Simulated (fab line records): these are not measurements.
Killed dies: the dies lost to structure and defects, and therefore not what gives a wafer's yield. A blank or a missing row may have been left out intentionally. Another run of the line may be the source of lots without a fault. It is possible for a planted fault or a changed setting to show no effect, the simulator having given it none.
Struck lot and sound lot, side by side -- flow n5Finfet -- 17 steps out of a route of 1938
Sound: these wafers, L227.2, L227.4, L227.6. Wafers L215.3, L215.5, L215.6 were the ones struck. The cause is given at the end.
Per side, at each step with rows, come the tool, then ch with its chambers, and then its first start. Under that, the readings that differ: sound wafers -- struck wafers -- difference of the means -- sigmas: that difference in standard deviations of wafers without a fault.
alike: readings with means less than 2 such deviations apart, plus words and numbers identical on both sides. not compared: withheld readings, readings lacking a value on some wafer, bounds such as >300 that could conceal the same value, and numbers that have no deviation in the record and whose values overlap.
The two part at a step that has a row with sigmas, a row that says differs or no value, or rows on one side only. Non-overlapping numbers with no deviation appear without sigmas and do not part them. Lack of a reading on every wafer of one side parts them only where that side has two or more wafers.

N5_SDB_OVL_MEAS_12:
  sound on overlay-02 ch 0, day 8 14:14; struck on overlay-02 ch 0, day 5 16:03
  alike: SDB_OVL
N5_SDB_INSPECT_13: inspects for defects (brightfield).
  sound: defectInspect-02 at day 8 14:16; struck: defectInspect-02 at day 5 16:04
  alike: rawDefectCount
N5_SDB_DESCUM_16: chemistry O2, time 7.9 s.
  sound on rieDiel-04 ch 0,1, day 8 14:19; struck on rieDiel-03 ch 0,1,2, day 5 16:31
  alike: drypumpMotorCurrentA, oesProductAu, rfVppV, showerheadPlenumPTorr, throttleValvePct
  not compared: rfHoursCounterH
then, 1 step without rows for these wafers: N5_SDB_ETCH_17 (etches SiARC in CF4, target depth 23.4 nm, time 39 s).
N5_SDB_ETCH_18: etches SOC in N2/H2, target depth 100 nm, overetch 20 nm, time 150 s.
  sound on rieDiel-04 ch 0,1, day 8 14:23; struck on rieDiel-03 ch 0,1,2, day 5 16:35
  alike: drypumpMotorCurrentA, oesProductAu, rfVppV, showerheadPlenumPTorr, throttleValvePct
  not compared: rfHoursCounterH
then, 1 step without rows for these wafers: N5_SDB_STRIP_19 (strips in N2/H2).
N5_SDB_STRIP_21: strips in CF4.
  sound on rieDiel-04 ch 0,1, day 8 14:32; struck on rieDiel-03 ch 0,1,2, day 5 16:44
  alike: drypumpMotorCurrentA, oesProductAu, rfVppV, showerheadPlenumPTorr, throttleValvePct
  not compared: rfHoursCounterH
then, 1 step without rows for these wafers: N5_SDB_HM_OPEN_20 (chemistry CH3F/O2, target SiNx, stops on poly-Si, target depth 24 nm).
N5_SDB_STRIP_22: strips in N2/H2.
  sound on plasmaAsher-01 ch 0,1, day 8 14:38; struck on plasmaAsher-02 ch 0,1, day 5 16:52
  alike: drypumpMotorCurrentA, heaterPowerW, oesProductAu, stripTimeToEndpointS
  not compared: rfHoursCounterH
then, 2 steps without rows for these wafers: N5_SDB_PRECLEAN_23 (cleans in dHF, time 30 s); N5_SDB_DUMMY_REMOVE_24 (chemistry TMAH, target poly-Si, stops on SiO2, target depth 142 nm, time 57 s, rinse time 30 s).
N5_SDB_ETCH_25: etches SiO2 in C4F6/O2, target depth 10 nm, time 3.3 s.
  sound on rieDiel-04 ch 1,3, day 8 14:52; struck on rieDiel-02 ch 0,3, day 5 17:30
  alike: drypumpMotorCurrentA, oes_o_777_au, oesProductAu, rfVppV, showerheadPlenumPTorr, throttleValvePct
  not compared: rfHoursCounterH
N5_SDB_CUT_ETCH_26: etches Si in HBr/Cl2/O2, target depth 129.6 nm, bt time 20 s, time 51.8 s.
  sound on rieSi-04 ch 1,3, day 8 14:56; struck on rieSi-03 ch 0,3, day 5 17:35
reading,sound,struck,difference,sigmas
oesProductAu (a.u.),1.018 1.008 0.994,1.045 1.050 1.016,+0.030,+3
model.etch.depthNm (nm),134.1 129 129.5,208.2 207.2 205.1,+76.0,
model.SDB.featureDepthNm (nm),134.2 129 129.6,208.2 207.2 205.2,+75.9,
model.SiNx_of_SDB_HM_DEP_00.thkNm (nm),20.6 23 22,11.6 12.2 12.2,-9.9,
  alike: drypumpMotorCurrentA, oes_o_777_au, throttleValvePct
  not compared: rfHoursCounterH
N5_SDB_PRECLEAN_38: cleans in dHF, time 10 s.
  sound on wetBench-03 ch 2,3,7, day 8 15:04; struck on wetBench-04 ch 3,4,7, day 5 17:42
reading,sound,struck,difference,sigmas
model.SiNx_of_SDB_HM_DEP_00.thkNm (nm),20.4 23 21.8,11.4 12.2 12.2,-9.8,
then, 1 step without rows for these wafers: N5_SDB_PRECLEAN_39 (cleans in O3/DIW, time 45 s).
-- the record jumps here: 6 days lie between the struck wafers' starts before and after (it left off in module SDB and takes up again in module BEOL_M4, whose first step shown is number 1111 of the route) --
N5_BEOL_M4_RC_MEAS_101:
  sound on prober-02 ch 0, day 14 05:37; struck on prober-02 ch 0, day 11 07:48
  alike: DIBL_N, DIBL_P, IOFF_N, IOFF_P, ION_N, ION_P, SS_N, SS_P, VT_N, VT_P
-- here the record skips 4 days between the struck wafers' starts before and after, leaving off in module BEOL_M4 and picking up in module PASSIVATION (first step shown: number 1936 of the route) --
N5_PASSIVATION_PROBE_49:
  record: rows for the struck wafers here (prober-01, day 15 19:01), none for the sound ones

WHERE THEY PART
First at N5_SDB_CUT_ETCH_26; last, within this record, at N5_PASSIVATION_PROBE_49.

WHY: what had been put in by the simulator
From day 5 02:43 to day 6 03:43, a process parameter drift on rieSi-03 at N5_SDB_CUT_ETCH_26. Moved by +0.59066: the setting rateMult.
